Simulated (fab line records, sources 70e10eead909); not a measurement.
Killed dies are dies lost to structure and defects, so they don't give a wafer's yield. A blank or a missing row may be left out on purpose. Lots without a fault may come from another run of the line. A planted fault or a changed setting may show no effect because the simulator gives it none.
Which tool did it? | flow nand_harc | 6 lots, 18 wafers sampled, at 4 steps of a route of 1302

WHAT THE GAUGES READ, wafer by wafer
NHARC_P_GATE_INSPECT_68.
lot  | measured     | on                | raw_defect_count
L722 | day 6 12:37  | defect_inspect-02 | 254 187 113
L726 | day 8 10:13  | defect_inspect-01 | 164 145 203
L728 | day 9 14:07  | defect_inspect-02 | 695 776 696
L730 | day 10 02:43 | defect_inspect-01 | 593 657 624
L738 | day 13 16:38 | defect_inspect-02 | 302 204 206
L742 | day 14 19:29 | defect_inspect-02 | 276 626 216

WHICH TOOL RAN EACH LOT (tool, then ch and the chambers of the sampled wafers, then the start)
lot  | NHARC_P_GATE_PRECLEAN_97            | NHARC_P_GATE_STRIP_76                | NHARC_P_GATE_STRIP_113
L722 | wet_bench-06 ch 5,6,7, day 6 05:11  | plasma_asher-02 ch 0,1, day 6 08:37  | plasma_asher-02 ch 0,1, day 6 10:10
L726 | wet_bench-05 ch 3,5,6, day 8 02:56  | plasma_asher-02 ch 0,1, day 8 06:18  | plasma_asher-02 ch 0,1, day 8 07:41
L728 | wet_bench-05 ch 2,4,5, day 9 07:01  | plasma_asher-02 ch 0,1, day 9 10:15  | plasma_asher-01 ch 0,1, day 9 11:34
L730 | wet_bench-05 ch 0,1,2, day 9 19:11  | plasma_asher-01 ch 1, day 9 22:34    | plasma_asher-02 ch 0,1, day 10 00:02
L738 | wet_bench-05 ch 0,1,7, day 13 09:30 | plasma_asher-01 ch 0,1, day 13 12:46 | plasma_asher-02 ch 1, day 13 14:13
L742 | wet_bench-06 ch 1,2,4, day 14 12:07 | plasma_asher-01 ch 0,1, day 14 15:29 | plasma_asher-01 ch 0,1, day 14 16:55
- NHARC_P_GATE_PRECLEAN_97: cleans in SPM, time 600 s.
- NHARC_P_GATE_STRIP_76: strips in O2.
- NHARC_P_GATE_STRIP_113: strips in N2/H2, time 740 s.

THE ANSWER, worked out from the rows above alone
Rule: what is usual is taken from the lots themselves. Put in order of their means at a reading, lots are off if they are a third of the lots or fewer, leave a main group of 4 or more, and stand apart from it by a gap of 3 or more times the standard deviation of the main group's means; of several such gaps the widest counts. A main group whose means are all the same, to the digits that the tables above print for the reading, isn't used. A lot without any number at a reading at which 4 lots or more have one is off too. The other lots that the step has rows for count as sound.
Off: L728, L730, at NHARC_P_GATE_INSPECT_68 (raw_defect_count). The main group: mean 241, standard deviation 80.
A tool fits if, at a process step before that reading, it ran every lot that is off, and no sound lot after the first of them. The gauges at NHARC_P_GATE_INSPECT_68 are tried like those tools. None of those tried fits.

WHAT THE SIMULATOR HAD PUT IN
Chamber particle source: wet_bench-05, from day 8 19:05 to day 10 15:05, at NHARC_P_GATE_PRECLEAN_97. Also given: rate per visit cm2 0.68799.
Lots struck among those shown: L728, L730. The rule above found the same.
